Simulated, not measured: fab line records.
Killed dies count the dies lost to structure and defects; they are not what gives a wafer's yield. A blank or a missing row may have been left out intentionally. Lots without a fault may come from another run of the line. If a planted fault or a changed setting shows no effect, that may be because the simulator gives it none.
A struck lot beside a sound one / flow n5Finfet / 36 steps out of a route of 1938
Sound: the wafers L695.2, L695.4, L695.6. Wafers L688.2, L688.5, L688.6 were the ones struck. The cause is named last.
At each step with rows: each side's tool, then ch and its chambers, then its first start. Under that, the readings that differ: sound wafers / struck wafers / difference of the means / sigmas: that difference in standard deviations of wafers without a fault.
alike: words and numbers the same on both sides, and readings whose means are apart by under 2 such deviations; not compared: readings that were withheld, readings missing a value for some wafer, numbers with overlapping values and no deviation given by the record, and bounds like >300 which may hide the same value.
A row with sigmas, a row that says differs or no value, or rows on one side alone: a step with any of these is where the two part. Numbers that don't overlap but have no deviation are shown without sigmas and don't part them. A reading that every wafer of one side lacks parts them only if that side has two wafers or more.

first, 9 steps without rows for these wafers: N5_BEOL_M4_ANNEAL_95 (time 240 s); N5_BEOL_M4_SPUTTER_96 (material Cu, target thk 4.5 nm, time 8.29 s); N5_BEOL_M4_ECD_50 (material Cu, target thk 300 nm); N5_BEOL_M4_ANNEAL_51 (time 90 s); N5_BEOL_M4_CMP_52 (polishes, stops on SiOC, t overpolish 6.8 s, target thk 40 nm); N5_BEOL_M4_PRE_CLEAN_60 (time 15 s); N5_BEOL_M4_CO_CAP_55 (material Co, precursor CCTBA/H2, target thk 2 nm, time 102.1 s); N5_BEOL_M4_PRE_CLEAN_56 (time 15 s); N5_BEOL_M4_DEP_57 (deposits SiCN from 3MS/NH3, target thk 8 nm, time 14 s).
N5_BEOL_M4_RC_MEAS_101:
  sound on prober-02 ch 0, day 14 06:38; struck on prober-01 ch 0, day 11 21:58
reading=DIBL_N (mV/V); sound=33.7 32.7 32.1; struck=37.5 34.6 35.6; difference=+3.1; sigmas=+2
  alike: DIBL_P, IOFF_N, IOFF_P, ION_N, ION_P, SS_N, SS_P, VT_N, VT_P
then, 24 steps without rows for these wafers: N5_BEOL_M5_ILD_DEP_00 (deposits SiCOH lowk from DEMS/porogen, target thk 140.64 nm, time 25.9 s); N5_BEOL_M5_CURE_79 (cures SiCOH lowk, time 240 s); N5_BEOL_M5_PECVD_70 (deposits SiO2 from TEOS/O2, target thk 16 nm, time 18 s); N5_BEOL_M5_HM_DEP_02 (deposits TiN, target thk 20 nm); N5_BEOL_M5_COAT_59 (time 60 s, resist thk 60 nm); N5_BEOL_M5_COAT_60 (time 60 s, resist thk 12 nm); N5_BEOL_M5_COAT_71 (time 60 s, resist thk 5 nm); N5_BEOL_M5_COAT_05 (resist thk 30 nm); N5_BEOL_M5_EBR_07; N5_BEOL_M5_SOFTBAKE_06 (time 60 s); N5_BEOL_M5_EXPOSE_08 (exposes mask M5, target cd 28 nm); N5_BEOL_M5_PEB_09 (peb time 60 s); N5_BEOL_M5_DEVELOP_10 (develop time 30 s); N5_BEOL_M5_DESCUM_16 (chemistry O2, time 7 s); N5_BEOL_M5_ETCH_72 (etches underlayer in N2/H2, target depth 6.5 nm, time 5.2 s); N5_BEOL_M5_ETCH_61 (etches SiARC in CF4, target depth 15.6 nm, time 26 s); N5_BEOL_M5_ETCH_62 (etches SOC in N2/H2, target depth 75 nm, overetch 15 nm, time 112.5 s); N5_BEOL_M5_STRIP_63 (strips in N2/H2); N5_BEOL_M5_STRIP_73 (strips in N2/H2); N5_BEOL_M5_STRIP_64 (strips in CF4); N5_BEOL_M5_HM_OPEN_17 (chemistry Cl2/BCl3, target TiN, target depth 20 nm, overetch 6 nm); N5_BEOL_M5_STRIP_19 (strips in O2); N5_BEOL_M5_COAT_65 (time 60 s, resist thk 60 nm); N5_BEOL_M5_COAT_66 (time 60 s, resist thk 12 nm).
-- a jump in the record: the struck wafers' starts before and after are 3 days apart (it breaks off in module BEOL_M5 and resumes in module BEOL_M12, where the first step shown is number 1656 of the route) --
N5_BEOL_M12_DEP_53: deposits SiCN from 3MS/NH3, target thk 30 nm, time 10.5 s.
  sound on pecvd-04 ch 1,2, day 17 02:02; struck on pecvd-01 ch 0,1, day 14 14:23
  no value came back on the struck wafers for any of 5 readings (chamberPressureTorr (Torr), rfFwdPowerW (W) and others); on the sound wafers chamberPressureTorr (Torr) reads 3.006 3.000 3.004
  not compared: sinceWetCleanH
N5_PASSIVATION_PROBE_49:
  rows exist in the record for the struck wafers here (prober-02, day 16 02:49), but not for the sound ones

WHERE THEY PART
Last at N5_PASSIVATION_PROBE_49 as far as this record goes, first at N5_BEOL_M4_RC_MEAS_101.

WHY: the cause the simulator had injected
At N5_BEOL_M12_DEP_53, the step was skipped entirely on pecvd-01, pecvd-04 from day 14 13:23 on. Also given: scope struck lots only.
